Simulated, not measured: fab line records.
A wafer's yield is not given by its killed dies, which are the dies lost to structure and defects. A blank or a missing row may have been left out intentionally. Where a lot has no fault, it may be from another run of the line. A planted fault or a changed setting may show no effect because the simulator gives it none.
fab line records	flow n5Finfet	part 1 of 2: steps 1 to 22 of 31
[record] lots = 5	wafers = 15	lastDay = 16
route steps=1938 shown BEOL_M0@720 BEOL_M1@751
lots that met no fault: taken from a fault-free run of the same line
startH: hours from the record's first day to the start of the lot's first wafer shown	waitH: time in hours since the lot's previous step	" identical to the entry in the row above	L1.1+2: a single row standing in for several wafers	- either no value or no given start	* or withheld: withheld	< > ~ a bound
route shown NAME@n: NAME is a module with steps in the file, n the number in the route of the first one	usual: average and standard deviation across the fault-free wafers	same: alike in all rows	chamber/n: place in a boat	sites: each site's reading	_std_site: standard deviation across them	_edge_site: mean of outer sites minus mean of inner sites	radiusMm: how far each site lies from the wafer's centre	mask NAME#n: copy n	behind: the most recent tool/chamber to have shaped the wafer	hold: the reason the lot was held/the length of the hold in hours/how it ended	device: transistor that didn't switch, given as n, p or np	end of line: at the end of the route, the tests of the same wafers	a step without rows: its recipe alone	killed: the dies lost at the first sort to structure and to defects; this is not the yield of the wafer	map: a wafer's dies, x killed, . not, _ none there
set.NAME: the setting that was run; set.NAME@STEP: the one run at that earlier step	model.NAME: the simulator's own value behind a step, which no gauge read
lots seen at some steps along the route; tables by step, rows by wafer
services: the hour from which a tool's chamber was out of use, counted from the record's first day as startH (under 0 if before that day), plus the number of hours and why
[[steps]]
[step N5_BEOL_M0_ETCH_128]
[recipe] chemistry = CF4/N2	targetDepthA = 120	overetchA = 51	target = SiCN	timeS = 21.4	ionEnergyEv = 150	pressureMtorr = 40	sourceW = 430	biasW = 70	Ar_flow_sccm = 100	cf4FlowSccm = 60	n2FlowSccm = 60
[usual] biasW = 69.95/0.21	drypumpMotorCurrentA = 5.5/0.33	mfcArSccm = 100.0/0.31	oesProductAu = 0.53/0.05	rfVppV = 382.3/1.6	showerheadPlenumPTorr = 2.21/0.06	throttleValvePct = 15.59/0.19
lot.wafer	tool	chamber	startH	waitH	biasW	drypumpMotorCurrentA	mfcArSccm	oesProductAu	rfHoursCounterH	rfVppV	showerheadPlenumPTorr	throttleValvePct
L081.3	rieDiel-02	1	158.77	0.0	70.03	5.2	99.9	0.51	138	383.0	2.22	15.43
L081.4	"	2	"	"	69.67	5.3	100.4	0.50	196	379.2	2.11	15.92
L081.5	"	2	"	"	70.03	5.3	100.7	0.49	-	379.7	2.11	15.90
L084.1	rieDiel-02	0	180.71	0.8	69.84	6.1	100.3	0.53	157	379.9	2.12	15.40
L084.3	"	1	"	"	70.33	5.2	99.9	0.53	145	381.8	2.21	15.45
L084.4	"	2	"	"	70.13	5.3	99.8	0.49	204	379.5	2.10	15.92
L085.1	rieDiel-06	2	184.49	0.0	70.24	5.1	99.8	0.48	203	382.9	2.28	15.62
L085.3	"	0	"	"	70.07	5.2	100.3	0.49	206	384.5	2.28	15.82
L085.4	"	0	"	"	69.46	5.2	100.3	0.50	-	384.0	2.28	15.82
L087.1	rieDiel-01	0	201.03	0.5	70.07	5.8	100.3	0.56	80	382.7	2.23	15.49
L087.4	"	1	"	"	70.15	5.7	99.7	0.62	35	384.6	2.24	15.32
L087.5	"	1	"	"	70.08	5.7	99.5	0.62	-	383.4	2.24	15.31
L089.2	rieDiel-06	2	210.26	0.0	69.88	5.1	100.0	0.47	215	383.7	2.28	15.65
L089.3	"	0	"	"	70.46	5.2	99.3	0.49	217	385.4	2.27	15.84
L089.5	"	2	"	"	69.76	5.1	100.0	0.48	-	383.2	2.28	15.64
[step N5_BEOL_M0_TRENCH_ETCH_107]
[recipe] chemistry = C4F6/O2	targetDepthA = 328	target = SiOC	timeS = 16.4	ionEnergyEv = 250	pressureMtorr = 30	sourceW = 355	biasW = 185	Ar_flow_sccm = 300	C4F6_flow_sccm = 10	O2_flow_sccm = 10
[usual] C4F6_flow_sccm = 10.00/0.035	biasW = 185.0/0.51	drypumpMotorCurrentA = 5.5/0.33	mfcArSccm = 299.9/0.91	oesProductAu = 0.77/0.075	rfVppV = 665/13	showerheadPlenumPTorr = 2.85/0.078	throttleValvePct = 21.05/0.18
lot.wafer	tool	chamber	startH	waitH	C4F6_flow_sccm	biasW	drypumpMotorCurrentA	mfcArSccm	oesProductAu	rfHoursCounterH	rfVppV	showerheadPlenumPTorr	throttleValvePct
L081.3	rieDiel-02	1	158.81	0.0	9.96	185.0	5.3	298.8	0.76	138	656	2.85	20.83
L081.4	"	2	"	"	10.01	185.4	5.3	299.8	0.72	196	683	2.72	21.36
L081.5	"	2	"	"	9.95	185.0	5.3	300.9	0.72	-	683	2.72	21.35
L084.1	rieDiel-02	0	180.75	0.0	10.03	184.8	6.1	299.5	0.76	157	653	2.74	20.81
L084.3	"	1	"	"	10.07	184.6	5.3	299.6	0.76	145	656	2.85	20.82
L084.4	"	2	"	"	10.04	185.5	5.3	301.1	0.71	204	683	2.71	21.37
L085.1	rieDiel-06	2	184.53	0.0	10.03	185.7	5.1	301.3	0.69	203	669	2.96	21.11
L085.3	"	0	"	"	10.02	185.3	5.2	299.5	0.69	206	654	2.93	21.22
L085.4	"	0	"	"	9.99	185.4	5.2	298.7	0.70	-	653	2.93	21.24
L087.1	rieDiel-01	0	201.07	0.0	10.02	184.8	5.8	298.6	0.82	80	673	2.89	21.05
L087.4	"	1	"	"	9.96	185.2	5.7	300.0	0.90	35	678	2.90	20.82
L087.5	"	1	"	"	10.02	185.1	5.7	300.3	0.89	-	679	2.90	20.78
L089.2	rieDiel-06	2	210.30	0.0	9.97	185.7	5.1	299.9	0.69	215	668	2.96	21.12
L089.3	"	0	"	"	9.97	184.7	5.2	300.4	0.69	217	652	2.93	21.25
L089.5	"	2	"	"	9.97	185.5	5.1	298.5	0.70	-	667	2.96	21.13
[step N5_BEOL_M0_STRIP_142]
[recipe] chemistry = N2/H2	timeS = 10	powerW = 450	tempC = 40	pressureMtorr = 20	rfFrequencyHz = 6e+07	biasPowerW = 7	n2FlowSccm = 200	h2FlowSccm = 200
[usual] biasPowerW = 7.001/0.023	drypumpMotorCurrentA = 5.5/0.33	oesProductAu = 0.77/0.075	rfVppV = 59.1/0.92	showerheadPlenumPTorr = 2.54/0.074	throttleValvePct = 23.77/0.28
lot.wafer	tool	chamber	startH	waitH	biasPowerW	drypumpMotorCurrentA	oesProductAu	rfHoursCounterH	rfVppV	showerheadPlenumPTorr	throttleValvePct
L081.3	rieDiel-02	1	158.84	0.0	6.997	5.2	0.77	138	59.8	2.55	23.63
L081.4	"	2	"	"	7.022	5.3	0.71	196	57.3	2.40	24.08
L081.5	"	2	"	"	6.997	5.3	0.72	-	58.5	2.40	24.08
L084.1	rieDiel-02	0	180.77	0.0	7.013	6.2	0.77	157	59.5	2.43	23.48
L084.3	"	1	"	"	7.043	5.2	0.76	145	58.7	2.55	23.64
L084.4	"	2	"	"	6.981	5.3	0.71	204	57.4	2.40	24.09
L085.1	rieDiel-06	2	184.55	0.0	6.973	5.1	0.69	203	59.5	2.62	23.56
L085.3	"	0	"	"	6.987	5.2	0.70	206	61.1	2.61	23.79
L085.4	"	0	"	"	7.026	5.2	0.71	-	59.7	2.61	23.79
L087.1	rieDiel-01	0	201.09	0.0	6.968	5.8	0.83	80	58.6	2.57	23.74
L087.4	"	1	"	"	7.014	5.8	0.91	35	59.0	2.57	23.25
L087.5	"	1	"	"	7.026	5.8	0.91	-	59.7	2.57	23.24
L089.2	rieDiel-06	2	210.32	0.0	7.003	5.1	0.69	215	58.8	2.61	23.59
L089.3	"	0	"	"	7.000	5.2	0.70	217	60.6	2.61	23.80
L089.5	"	2	"	"	6.987	5.1	0.69	-	58.2	2.61	23.58
[step N5_BEOL_M0_OCD_MEAS_108]
[usual] trenchDepthNm = 32.7/0.66
lot.wafer	tool	chamber	startH	waitH	trenchDepthNm
L081.3	ocd-02	-	158.92	0.1	32.4
L081.4	"	-	"	"	32.7
L081.5	"	-	"	"	33.3
L084.1	ocd-02	-	180.85	0.1	32.1
L084.3	"	-	"	"	32.6
L084.4	"	-	"	"	32.1
L085.1	ocd-02	-	184.63	0.1	32.1
L085.3	"	-	"	"	31.4
L085.4	"	-	"	"	31.5
L087.1	ocd-01	-	201.18	0.1	32.9
L087.4	"	-	"	"	33.1
L087.5	"	-	"	"	32.8
L089.2	ocd-01	-	210.40	0.1	32.0
L089.3	"	-	"	"	31.5
L089.5	"	-	"	"	32.6
[step N5_BEOL_M0_HM_STRIP_129]
[recipe] chemistry = peroxideTinStrip	material = TiN	targetDepthA = 170	tempC = 50	timeS = 108
lot.wafer	tool	chamber	startH	waitH
L081.3+4+5	wetBench-04	7,0,6	158.95	0.0
L084.1+3+4	wetBench-02	2,7,5	180.89	0.0
L085.1+3+4	wetBench-02	3,4,1	184.66	0.0
L087.1+4+5	wetBench-04	3,0,1	201.33	0.1
L089.2+3+5	wetBench-04	5,6,0	210.43	0.0
[step N5_BEOL_M0_SRD_130]
[recipe] timeS = 30	tempC = 23	rinseLiquid = diw	dry = ipaMarangoni
lot.wafer	tool	chamber	startH	waitH
L081.3+4+5	wetBench-04	7,0,6	158.98	0.0
L084.1+3+4	wetBench-02	2,7,5	180.92	0.0
L085.1+3+4	wetBench-02	3,4,1	184.70	0.0
L087.1+4+5	wetBench-04	3,0,1	201.37	0.0
L089.2+3+5	wetBench-04	5,6,0	210.47	0.0
[step N5_BEOL_M0_ETCH_109]
[recipe] chemistry = CH3F/O2	targetDepthA = 80	overetchA = 24	target = SiCN	timeS = 27.4	ionEnergyEv = 120	pressureMtorr = 30	sourceW = 395	biasW = 75	Ar_flow_sccm = 150	CH3F_flow_sccm = 30	O2_flow_sccm = 20
[usual] biasW = 75.01/0.25	drypumpMotorCurrentA = 5.5/0.31	mfcArSccm = 150.0/0.43	oesProductAu = 0.66/0.062	rfVppV = 297.5/1.4	showerheadPlenumPTorr = 2.01/0.054	throttleValvePct = 16.47/0.17
lot.wafer	tool	chamber	startH	waitH	biasW	drypumpMotorCurrentA	mfcArSccm	oesProductAu	rfHoursCounterH	rfVppV	showerheadPlenumPTorr	throttleValvePct
L081.3	rieDiel-06	1	159.03	0.0	74.92	5.2	149.8	0.86	0	295.4	1.98	16.20
L081.4	"	2	"	"	75.04	5.1	149.7	0.61	192	298.1	2.09	16.52
L081.5	"	3	"	"	75.27	5.9	150.6	0.64	-	294.9	1.93	16.45
L084.1	rieDiel-01	1	181.57	0.6	74.37	5.7	150.2	0.76	29	298.9	2.04	16.20
L084.3	"	3	"	"	75.09	5.7	150.2	0.62	189	295.8	1.99	16.56
L084.4	"	0	"	"	74.94	5.7	150.7	0.69	75	297.9	2.03	16.42
L085.1	rieDiel-01	0	184.74	0.0	75.35	5.8	149.9	0.70	75	297.1	2.03	16.41
L085.3	"	2	"	"	75.17	5.7	149.4	0.68	101	296.8	2.01	16.41
L085.4	"	1	"	"	74.55	5.8	149.9	0.77	30	298.5	2.04	16.21
L087.1	rieDiel-06	3	201.42	0.0	74.70	5.9	151.3	0.63	178	294.3	1.92	16.47
L087.4	"	2	"	"	74.87	5.1	149.6	0.59	-	299.1	2.08	16.56
L087.5	"	0	"	"	75.26	5.2	149.6	0.61	-	298.1	2.06	16.71
L089.2	rieDiel-06	0	210.52	0.0	74.86	5.2	151.1	0.60	217	298.8	2.06	16.72
L089.3	"	2	"	"	74.96	5.1	149.8	0.60	215	300.0	2.08	16.58
L089.5	"	2	"	"	75.16	5.1	150.3	0.60	-	299.0	2.08	16.59
[step N5_BEOL_M0_STRIP_139]
[recipe] chemistry = postEtchResidueRemover	timeS = 60	tempC = 25	removerPh = withheld	removerWaterWtPct = withheld	removerFluorideWtPct = withheld
lot.wafer	tool	chamber	startH	waitH
L081.3+4+5	wetBench-06	7,6,4	159.13	0.1
L084.1+3+4	wetBench-02	4,3,5	181.68	0.1
L085.1+3+4	wetBench-06	1,5,7	184.84	0.1
L087.1+4+5	wetBench-04	2,5,4	201.52	0.1
L089.2+3+5	wetBench-06	3,6,1	210.62	0.1
[step N5_BEOL_M0_SRD_111]
[recipe] timeS = 30	tempC = 23	rinseLiquid = diw	dry = ipaMarangoni
lot.wafer	tool	chamber	startH	waitH
L081.3+4+5	wetBench-06	7,6,4	159.15	0.0
L084.1+3+4	wetBench-02	4,3,5	181.70	0.0
L085.1+3+4	wetBench-06	1,5,7	184.86	0.0
L087.1+4+5	wetBench-04	2,5,4	201.54	0.0
L089.2+3+5	wetBench-06	3,6,1	210.64	0.0
[step N5_BEOL_M0_DEGAS_112]
[recipe] ambient = vacuum	tempC = 250	timeS = 60
[usual] heaterPowerW = 328/33
lot.wafer	tool	chamber	startH	waitH	heaterPowerW
L081.3	pvdSputter-01	-	159.55	0.4	380
L081.4	"	-	"	"	325
L081.5	"	-	"	"	387
L084.1	pvdSputter-01	-	182.56	0.8	329
L084.3	"	-	"	"	373
L084.4	"	-	"	"	316
L085.1	pvdSputter-03	-	185.79	0.9	318
L085.3	"	-	"	"	295
L085.4	"	-	"	"	295
L087.1	pvdSputter-01	-	201.59	0.0	329
L087.4	"	-	"	"	379
L087.5	"	-	"	"	384
L089.2	pvdSputter-03	-	211.04	0.4	297
L089.3	"	-	"	"	312
L089.5	"	-	"	"	295
[step N5_BEOL_M0_PRE_CLEAN_113]
[recipe] gas = H2/He	timeS = 30	tempC = 250
[usual] heaterPowerW = 328/33
lot.wafer	tool	chamber	startH	waitH	heaterPowerW
L081.3	pvdSputter-01	-	159.59	0.0	386
L081.4	"	-	"	"	321
L081.5	"	-	"	"	375
L084.1	pvdSputter-01	-	182.60	0.0	320
L084.3	"	-	"	"	381
L084.4	"	-	"	"	315
L085.1	pvdSputter-03	-	185.83	0.0	320
L085.3	"	-	"	"	290
L085.4	"	-	"	"	306
L087.1	pvdSputter-01	-	201.63	0.0	329
L087.4	"	-	"	"	385
L087.5	"	-	"	"	379
L089.2	pvdSputter-03	-	211.08	0.0	296
L089.3	"	-	"	"	323
L089.5	"	-	"	"	303
[step N5_BEOL_M0_ALD_136]
[recipe] material = TaN	targetThkA = *	tempC = 275	aldPrecursorFamily = PDMAT	aldCoReactant = NH3	pressureTorr = 3	carrierFlowSccm = 1500	pulseTimeS = 2	purgeTimeS = 3	coReactantPurgeTimeS = 2	coReactantPulseTimeS = 3	aldCycles = 30	precursorVesselTempC = 75	precursorVesselPressureTorr = 26.25	precursorVesselCarrierSccm = 1000
[usual] heaterPowerW = 392/26
lot.wafer	tool	chamber	startH	waitH	heaterPowerW
L081.3	aldMetal-01	2	159.65	0.0	441
L081.4	"	3	"	"	432
L081.5	"	3	"	"	420
L084.1	aldMetal-01	0	182.89	0.3	359
L084.3	"	3	"	"	437
L084.4	"	1	"	"	356
L085.1	aldMetal-03	2	185.91	0.1	378
L085.3	"	3	"	"	399
L085.4	"	0	"	"	364
L087.1	aldMetal-02	1	201.69	0.0	368
L087.4	"	3	"	"	410
L087.5	"	2	"	"	373
L089.2	aldMetal-01	0	211.14	0.0	365
L089.3	"	2	"	"	439
L089.5	"	2	"	"	440
[step N5_BEOL_M0_SURFACE_TREAT_137]
[recipe] gas = Ar	timeS = *	ionEnergyEv = *	ionCurrentMaCm2 = 0.5	pressureMtorr = *	arFlowSccm = 30
[usual] throttleValvePct = *
lot.wafer	tool	chamber	startH	waitH	throttleValvePct
L081.3	pvdSputter-03	-	159.97	0.2	*
L081.4	"	-	"	"	*
L081.5	"	-	"	"	*
L084.1	pvdSputter-02	-	183.46	0.5	*
L084.3	"	-	"	"	*
L084.4	"	-	"	"	*
L085.1	pvdSputter-03	-	186.17	0.2	*
L085.3	"	-	"	"	*
L085.4	"	-	"	"	*
L087.1	pvdSputter-01	-	201.92	0.1	*
L087.4	"	-	"	"	*
L087.5	"	-	"	"	*
L089.2	pvdSputter-03	-	211.40	0.2	*
L089.3	"	-	"	"	*
L089.5	"	-	"	"	*
[step N5_BEOL_M0_CVD_115]
[recipe] material = Co	targetThkA = *	tempC = withheld	precursor = CCTBA/H2	pressureTorr = 30	timeS = 120
lot.wafer	tool	chamber	startH	waitH
L081.3+4+5	cvdCo-02	2,1,1	160.28	0.3
L084.1+3+4	cvdCo-02	0,1,2	183.52	0.0
L085.1+3+4	cvdCo-02	1,2,2	186.46	0.3
L087.1+4+5	cvdCo-01	0,2,1	202.08	0.1
L089.2+3+5	cvdCo-01	2,1,0	211.52	0.1
[step N5_BEOL_M0_SPUTTER_116]
[recipe] material = Cu	targetThkA = 40	tempC = -20	chamberPressurePa = 0.07	powerW = withheld	timeS = 7.37
[usual] throttleValvePct = 29.8/1.1
lot.wafer	tool	chamber	startH	waitH	throttleValvePct
L081.3	pvdSputter-03	-	162.09	1.8	30.6
L081.4	"	-	"	"	30.2
L081.5	"	-	"	"	31.0
L084.1	pvdSputter-02	-	183.78	0.2	29.6
L084.3	"	-	"	"	29.3
L084.4	"	-	"	"	29.6
L085.1	pvdSputter-02	-	188.75	2.3	29.5
L085.3	"	-	"	"	29.3
L085.4	"	-	"	"	31.4
L087.1	pvdSputter-01	-	202.18	0.1	26.9
L087.4	"	-	"	"	29.9
L087.5	"	-	"	"	30.3
L089.2	pvdSputter-01	-	211.65	0.1	26.8
L089.3	"	-	"	"	30.2
L089.5	"	-	"	"	30.3
[step N5_BEOL_M0_ANNEAL_117]
[recipe] tempC = 400	timeS = 60	ambient = vacuum
[usual] heaterPowerW = 808/81
lot.wafer	tool	chamber	startH	waitH	heaterPowerW
L081.3	pvdSputter-03	-	162.17	0.0	721
L081.4	"	-	"	"	722
L081.5	"	-	"	"	793
L084.1	pvdSputter-02	-	183.86	0.0	987
L084.3	"	-	"	"	727
L084.4	"	-	"	"	832
L085.1	pvdSputter-02	-	188.83	0.0	812
L085.3	"	-	"	"	739
L085.4	"	-	"	"	748
L087.1	pvdSputter-01	-	202.26	0.0	948
L087.4	"	-	"	"	784
L087.5	"	-	"	"	934
L089.2	pvdSputter-01	-	211.73	0.0	981
L089.3	"	-	"	"	789
L089.5	"	-	"	"	809
[step N5_BEOL_M0_SPUTTER_132]
[recipe] material = Cu	targetThkA = 40	tempC = -20	chamberPressurePa = 0.07	powerW = withheld	timeS = 7.37
[usual] throttleValvePct = 29.8/1.1
lot.wafer	tool	chamber	startH	waitH	throttleValvePct
L081.3	pvdSputter-03	-	162.21	0.0	30.1
L081.4	"	-	"	"	30.3
L081.5	"	-	"	"	31.0
L084.1	pvdSputter-02	-	183.90	0.0	29.5
L084.3	"	-	"	"	29.4
L084.4	"	-	"	"	29.7
L085.1	pvdSputter-02	-	188.87	0.0	29.9
L085.3	"	-	"	"	29.5
L085.4	"	-	"	"	31.6
L087.1	pvdSputter-01	-	202.30	0.0	27.1
L087.4	"	-	"	"	30.2
L087.5	"	-	"	"	30.1
L089.2	pvdSputter-01	-	211.77	0.0	26.7
L089.3	"	-	"	"	30.0
L089.5	"	-	"	"	30.0
[step N5_BEOL_M0_ANNEAL_133]
[recipe] tempC = 400	timeS = 60	ambient = vacuum
[usual] heaterPowerW = 809/81
lot.wafer	tool	chamber	startH	waitH	heaterPowerW
L081.3	pvdSputter-03	-	162.29	0.0	728
L081.4	"	-	"	"	742
L081.5	"	-	"	"	791
L084.1	pvdSputter-02	-	183.98	0.0	981
L084.3	"	-	"	"	729
L084.4	"	-	"	"	834
L085.1	pvdSputter-02	-	188.95	0.0	810
L085.3	"	-	"	"	733
L085.4	"	-	"	"	761
L087.1	pvdSputter-01	-	202.38	0.0	931
L087.4	"	-	"	"	776
L087.5	"	-	"	"	919
L089.2	pvdSputter-01	-	211.85	0.0	954
L089.3	"	-	"	"	791
L089.5	"	-	"	"	796
[step N5_BEOL_M0_SPUTTER_134]
[recipe] material = Cu	targetThkA = 40	tempC = -20	chamberPressurePa = 0.07	powerW = withheld	timeS = 7.37
[usual] throttleValvePct = 29.8/1.1
lot.wafer	tool	chamber	startH	waitH	throttleValvePct
L081.3	pvdSputter-03	-	162.33	0.0	30.1
L081.4	"	-	"	"	30.3
L081.5	"	-	"	"	31.0
L084.1	pvdSputter-02	-	184.02	0.0	29.5
L084.3	"	-	"	"	29.3
L084.4	"	-	"	"	29.5
L085.1	pvdSputter-02	-	188.99	0.0	29.8
L085.3	"	-	"	"	29.5
L085.4	"	-	"	"	31.6
L087.1	pvdSputter-01	-	202.42	0.0	27.0
L087.4	"	-	"	"	29.9
L087.5	"	-	"	"	30.2
L089.2	pvdSputter-01	-	211.89	0.0	27.0
L089.3	"	-	"	"	30.0
L089.5	"	-	"	"	30.0
[step N5_BEOL_M0_ANNEAL_135]
[recipe] tempC = 400	timeS = 60	ambient = vacuum
[usual] heaterPowerW = 806/82
lot.wafer	tool	chamber	startH	waitH	heaterPowerW
L081.3	pvdSputter-03	-	162.41	0.0	723
L081.4	"	-	"	"	721
L081.5	"	-	"	"	795
L084.1	pvdSputter-02	-	184.10	0.0	975
L084.3	"	-	"	"	721
L084.4	"	-	"	"	807
L085.1	pvdSputter-02	-	189.07	0.0	806
L085.3	"	-	"	"	712
L085.4	"	-	"	"	744
L087.1	pvdSputter-01	-	202.50	0.0	954
L087.4	"	-	"	"	786
L087.5	"	-	"	"	920
L089.2	pvdSputter-01	-	211.97	0.0	924
L089.3	"	-	"	"	772
L089.5	"	-	"	"	827
[step N5_BEOL_M0_SPUTTER_141]
[recipe] material = Cu	targetThkA = 40	tempC = -20	chamberPressurePa = 0.07	powerW = withheld	timeS = 7.37
[usual] throttleValvePct = 29.8/1.1
lot.wafer	tool	chamber	startH	waitH	throttleValvePct
L081.3	pvdSputter-03	-	162.45	0.0	30.4
L081.4	"	-	"	"	30.3
L081.5	"	-	"	"	31.3
L084.1	pvdSputter-02	-	184.14	0.0	29.4
L084.3	"	-	"	"	29.5
L084.4	"	-	"	"	29.7
L085.1	pvdSputter-02	-	189.11	0.0	29.6
L085.3	"	-	"	"	29.3
L085.4	"	-	"	"	31.5
L087.1	pvdSputter-01	-	202.54	0.0	27.2
L087.4	"	-	"	"	30.1
L087.5	"	-	"	"	30.0
L089.2	pvdSputter-01	-	212.01	0.0	27.0
L089.3	"	-	"	"	29.9
L089.5	"	-	"	"	30.2
[step N5_BEOL_M0_ECD_118]
[recipe] material = Cu	targetThkA = 3000
lot.wafer	tool	chamber	startH	waitH
L081.3+4+5	ecdCu-01	0,1,1	162.58	0.1
L084.1+3+4	ecdCu-02	0,0,1	184.26	0.1
L085.1+3+4	ecdCu-02	0,1,0	189.23	0.1
L087.1+4+5	ecdCu-01	1,1,0	202.66	0.1
L089.2+3+5	ecdCu-02	1,0,1	212.13	0.1
